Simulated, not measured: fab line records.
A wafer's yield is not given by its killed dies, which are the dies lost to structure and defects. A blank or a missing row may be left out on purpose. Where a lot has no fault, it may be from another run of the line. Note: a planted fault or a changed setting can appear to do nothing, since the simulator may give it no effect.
The tool behind it: which one?	flow n5_finfet	11 lots, 32 wafers sampled, at 5 steps of a route of 1938

## WHAT THE GAUGES SHOWED, per wafer
The record holds no reading of a measuring or inspecting step that can be judged against a usual standard deviation.

## TOOL THAT RAN EACH LOT (tool first, then ch and the chambers of the sampled wafers, then the start)
lot	N5_BEOL_M9_SURFACE_TREAT_79	N5_BEOL_M9_ECD_50	N5_BEOL_M9_CMP_52	N5_BEOL_M9_DEP_56	N5_BEOL_M10_ILD_DEP_00
L748	pvd_sputter-03, day 11 15:23	ecd_cu-01 ch 0,1, day 11 15:44	cmp-01 ch 0,1,3, day 11 16:16	pecvd-04 ch 0,2, day 11 16:30	pecvd-03 ch 0,2, day 11 16:38
L746	pvd_sputter-02, day 11 18:35	ecd_cu-02 ch 0,1, day 11 19:11	cmp-01 ch 1,2, day 11 19:34	pecvd-03 ch 1,2, day 11 19:55	pecvd-01 ch 0, day 11 20:04
L749	pvd_sputter-01, day 12 22:16	ecd_cu-02 ch 0,1, day 12 23:04	cmp-01 ch 0,3, day 12 23:35	pecvd-03 ch 0, day 12 23:56	pecvd-02 ch 0,1, day 13 00:05
L750	pvd_sputter-03, day 12 22:27	ecd_cu-01 ch 0,1, day 12 23:09	cmp-03 ch 1,3, day 12 23:38	pecvd-04 ch 0,2, day 13 00:00	pecvd-03 ch 0,2, day 13 00:08
L751	pvd_sputter-01, day 13 15:01	ecd_cu-01 ch 0,1, day 13 15:40	cmp-04 ch 2,3, day 13 16:16	pecvd-04 ch 1,2, day 13 16:38	pecvd-03 ch 1,2, day 13 16:46
L758	pvd_sputter-03, day 15 19:23	ecd_cu-02 ch 0,1, day 15 19:58	cmp-03 ch 1,2,3, day 15 20:28	pecvd-02 ch 0,1,2, day 15 20:43	pecvd-01 ch 0,1,2, day 15 20:52
L762	pvd_sputter-02, day 16 00:47	ecd_cu-01 ch 0,1, day 16 01:21	cmp-03 ch 0,1,3, day 16 02:00	pecvd-04 ch 0,1,2, day 16 02:19	pecvd-01 ch 0,1,2, day 16 02:27
L760	pvd_sputter-03, day 16 01:21	ecd_cu-02 ch 0,1, day 16 01:44	cmp-04 ch 0,2,3, day 16 02:38	pecvd-02 ch 0,1,2, day 16 02:54	pecvd-02 ch 0,1,2, day 16 03:03
L763	pvd_sputter-02, day 16 02:19	ecd_cu-01 ch 0,1, day 16 02:37	cmp-01 ch 0,1,2, day 16 03:04	pecvd-02 ch 0,1, day 16 03:25	pecvd-01 ch 0,1, day 16 03:34
L764	pvd_sputter-02, day 17 05:41	ecd_cu-01 ch 0,1, day 17 06:08	cmp-04 ch 1,2, day 17 06:35	pecvd-02 ch 0,2, day 17 06:56	pecvd-01 ch 0,1, day 17 07:06
L765	pvd_sputter-03, day 18 02:08	ecd_cu-01 ch 0,1, day 18 02:28	cmp-03 ch 1,3, day 18 02:53	pecvd-04 ch 0,1,2, day 18 03:14	pecvd-01 ch 0,1,2, day 18 03:22
- N5_BEOL_M9_SURFACE_TREAT_79
- N5_BEOL_M9_ECD_50: material Cu, target thk 318 nm.
- N5_BEOL_M9_CMP_52: polishes, stops on SiCOH lowk, t overpolish 7 s, target thk 140 nm.
- N5_BEOL_M9_DEP_56: deposits SiCN from 3MS/NH3, target thk 15 nm, time 26.5 s.
- N5_BEOL_M10_ILD_DEP_00: deposits SiCOH lowk from DEMS/porogen, target thk 308.51 nm, time 58 s.

## WHAT THE TOOLS THEMSELVES READ (means of the sampled wafers that have a number; where no wafer has one, the mark that the record gives instead)
N5_BEOL_M9_CMP_52. Usual: motor_current_A 5.9 A, standard deviation 0.39; pad_life_wafers 1060, standard deviation 560; slurry_filter_dp_kPa 13.51 kPa, standard deviation 0.15; time_to_endpoint_s 67 s, standard deviation 3.5.
lot	tool	motor_current_A (A)	pad_life_wafers	slurry_filter_dp_kPa (kPa)	time_to_endpoint_s (s)	flag
L748	cmp-01	5.9	1611	13.45	68	
L746	cmp-01	6.2	1638	13.59	67	
L749	cmp-01	5.8	1724	13.53	64	
L750	cmp-03	5.7	1021	13.41	45	OFF
L751	cmp-04	5.7	456	13.49	48	OFF
L758	cmp-03	5.9	1551	13.50	70	
L762	cmp-03	5.8	1592	13.48	67	
L760	cmp-04	5.8	903	13.50	65	
L763	cmp-01	6.1	199	13.57	69	
L764	cmp-04	5.6	1111	13.55	68	
L765	cmp-03	5.7	1981	13.54	65	

N5_BEOL_M9_DEP_56. Usual: showerhead_plenum_p_Torr 3.665 Torr, standard deviation 0.016; throttle_valve_pct 9.00 %, standard deviation 0.3.
lot	tool	showerhead_plenum_p_Torr (Torr)	throttle_valve_pct (%)	flag
L748	pecvd-04	3.687	9.29	
L746	pecvd-03	3.648	9.02	
L749	pecvd-03	3.652	8.94	
L750	pecvd-04	3.682	9.07	
L751	pecvd-04	3.666	9.27	
L758	pecvd-02	3.664	8.89	
L762	pecvd-04	3.674	9.10	
L760	pecvd-02	3.669	8.95	
L763	pecvd-02	3.666	8.79	
L764	pecvd-02	3.675	8.93	
L765	pecvd-04	3.677	9.24	

N5_BEOL_M10_ILD_DEP_00. Usual: heater_power_outer_w 148 W, standard deviation 25; heater_power_w 320 W, standard deviation 48; showerhead_plenum_p_Torr 5.730 Torr, standard deviation 0.021; throttle_valve_pct 13.5 %, standard deviation 0.42.
lot	tool	heater_power_outer_w (W)	heater_power_w (W)	showerhead_plenum_p_Torr (Torr)	throttle_valve_pct (%)	flag
L748	pecvd-03	137	302	5.710	13.6	
L746	pecvd-01	172	360	5.755	12.6	
L749	pecvd-02	150	327	5.732	13.8	
L750	pecvd-03	132	301	5.703	13.5	
L751	pecvd-03	139	337	5.728	13.6	
L758	pecvd-01	134	296	5.724	13.3	
L762	pecvd-01	154	314	5.739	13.5	
L760	pecvd-02	161	341	5.748	13.6	
L763	pecvd-01	146	314	5.742	13.6	
L764	pecvd-01	160	331	5.749	13.3	
L765	pecvd-01	154	319	5.732	13.6	

## THE ANSWER, worked out from the rows above alone
Rule: a lot is off if the mean of its wafers that have a number lies more than 3 standard deviations from the usual mean. Also off: a lot with no number at a reading for which 4 or more lots have one. Where the step has rows for the other lots, those lots are counted as sound. Order of review: gauges by route order, followed by the tools' own readings, for which a lot's mean as printed above is used. At the first step where some lot is off, the reading lying furthest off is the one used; lots without a number count as furthest.
Off, at N5_BEOL_M9_CMP_52 on time_to_endpoint_s: L750, L751.
If a tool, at that step or one of the process steps before it, ran each lot that is off and ran no sound lot following the first of them, it fits. None of those tried fits.

## WHAT WAS PUT IN BY THE SIMULATOR
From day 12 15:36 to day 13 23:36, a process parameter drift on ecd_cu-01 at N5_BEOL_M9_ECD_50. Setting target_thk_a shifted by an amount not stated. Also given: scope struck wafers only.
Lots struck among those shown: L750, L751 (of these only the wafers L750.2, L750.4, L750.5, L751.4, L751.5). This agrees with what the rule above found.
